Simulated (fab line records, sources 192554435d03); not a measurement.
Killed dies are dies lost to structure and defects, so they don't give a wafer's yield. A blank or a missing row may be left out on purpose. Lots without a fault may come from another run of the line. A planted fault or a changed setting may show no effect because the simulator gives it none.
Split-lot experiment | flow n5_finfet | 7 lots, 21 wafers read, on a route of 1938 steps

THE SPLIT
At N5_BEOL_M12_EXPOSE_07 (exposes mask V11), the setting dose_mj was moved away from the recipe's 32.5 on 6 of the 21 wafers read, by -7.1% to +7.2%. The other wafers ran this setting at the recipe's value.

FROM THE SPLIT TO THE READING: what the file shows between them, 11 steps
- N5_BEOL_M12_PEB_08: peb time 90 s
- N5_BEOL_M12_DEVELOP_09: develop time 45 s
- N5_BEOL_M12_HARDBAKE_14: time 120 s
- N5_BEOL_M12_CD_MEAS_10: target cd 140 nm
- N5_BEOL_M12_DESCUM_15: chemistry O2, time 7.9 s
- N5_BEOL_M12_ETCH_59: etches BARC in N2/H2, target depth 89 nm, overetch 26.7 nm, time 67.9 s
- N5_BEOL_M12_VIA_ETCH_16: etches SiOC in C4F8/O2/Ar, target depth 724.8 nm
- N5_BEOL_M12_STRIP_63: strips in N2/H2
- N5_BEOL_M12_STRIP_64: strips in N2/H2
- N5_BEOL_M12_STRIP_71: strips in post etch residue remover, time 60 s
- N5_BEOL_M12_SRD_72: time 30 s, dry time 30 s

THE READING
cd_nm, in nm, at N5_BEOL_M12_CD_MEAS_17 (target cd 140 nm). Fault-free wafers of this fab line usually give 140.6 nm, standard deviation 1.5 nm.

wafer  | tool, chamber at the split | dose_mj as run | against the recipe | cd_nm, nm | against lot-mates on the recipe
L076.1 | krf_scanner-01, 0          | 32.5           | recipe             | 142.5     | -
L076.5 | krf_scanner-01, 0          | 32.5           | recipe             | 141.6     | -
L076.6 | krf_scanner-01, 0          | 32.5           | recipe             | 141.1     | -
L080.1 | krf_scanner-02, 0          | 34.83          | +7.2%              | 147.5     | +8.4
L080.2 | krf_scanner-02, 0          | 32.5           | recipe             | 138.8     | -
L080.6 | krf_scanner-02, 0          | 32.5           | recipe             | 139.4     | -
L086.3 | krf_scanner-01, 0          | 34.46          | +6.0%              | 150.1     | +6.2
L086.4 | krf_scanner-01, 0          | 32.5           | recipe             | 143.4     | -
L086.5 | krf_scanner-01, 0          | 32.5           | recipe             | 144.3     | -
L091.1 | krf_scanner-02, 0          | 32.5           | recipe             | 142.0     | -
L091.3 | krf_scanner-02, 0          | 31.66          | -2.6%              | 137.0     | -3.6
L091.5 | krf_scanner-02, 0          | 32.5           | recipe             | 139.2     | -
L093.1 | krf_scanner-02, 0          | 32.5           | recipe             | 143.6     | -
L093.4 | krf_scanner-02, 0          | 32.5           | recipe             | 141.3     | -
L093.5 | krf_scanner-02, 0          | 32.5           | recipe             | 143.3     | -
L097.2 | krf_scanner-01, 0          | 32.5           | recipe             | 141.4     | -
L097.5 | krf_scanner-01, 0          | 30.2           | -7.1%              | 132.6     | -8.8
L097.6 | krf_scanner-01, 0          | 30.2           | -7.1%              | 132.7     | -8.7
L096.1 | krf_scanner-02, 0          | 32.5           | recipe             | 141.8     | -
L096.5 | krf_scanner-02, 0          | 32.5           | recipe             | 141.0     | -
L096.6 | krf_scanner-02, 0          | 34.51          | +6.2%              | 146.7     | +5.3

THE FIT
A straight line over all 21 wafers: cd_nm changes by +1.14 nm for each +1% of dose_mj; r = +0.92; the points scatter about the line by 1.7 nm.
The same after taking each lot's own level away (the mean of its wafers on the recipe; 21 wafers): +1.14 nm for each +1%; r = +0.98; scatter 0.83 nm.
On that fit, the largest move of dose_mj shifts the reading by 8.1 nm.
The lots' own levels span 139.10 to 143.85 nm, that is 3.2 times the standard deviation above.
So the lot-to-lot level changes the slope little: the two slopes agree.
Check: with one of the wafers moved furthest among these (+7.2%) left out of the fit, the line predicts +7.78 nm for it against its lot-mates. It came out at +8.4 nm against them.

OTHER SPLITS ON THESE WAFERS
These wafers also went through other splits before the reading. Each is held against what the fit with the lots' levels taken away leaves over:
other split on the same wafers    | wafers away from the commonest value | r with cd_nm (lot level and that fit taken away)
N5_BEOL_M10_TRENCH_ETCH_37 bias_w | 12                                   | -0.08
N5_BEOL_M10_ALD_74 ald_cycles     | 4                                    | +0.09
N5_BEOL_M12_ILD_DEP_00 time_s     | 3                                    | +0.04

THE WHOLE CHAIN: every reading that the file lists as answering this split, in the file's order
step                   | what it does     | reading | change (the file's fit)              | r (the file's)
N5_BEOL_M12_CD_MEAS_10 | target cd 140 nm | cd_nm   | +1.12 nm for each +1% of the setting | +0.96
N5_BEOL_M12_CD_MEAS_17 | target cd 140 nm | cd_nm   | +1.1 nm for each +1% of the setting  | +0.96

THE FILE'S OWN FIT
cd_nm changes by +1.1 nm for each +1% of dose_mj, r = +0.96.
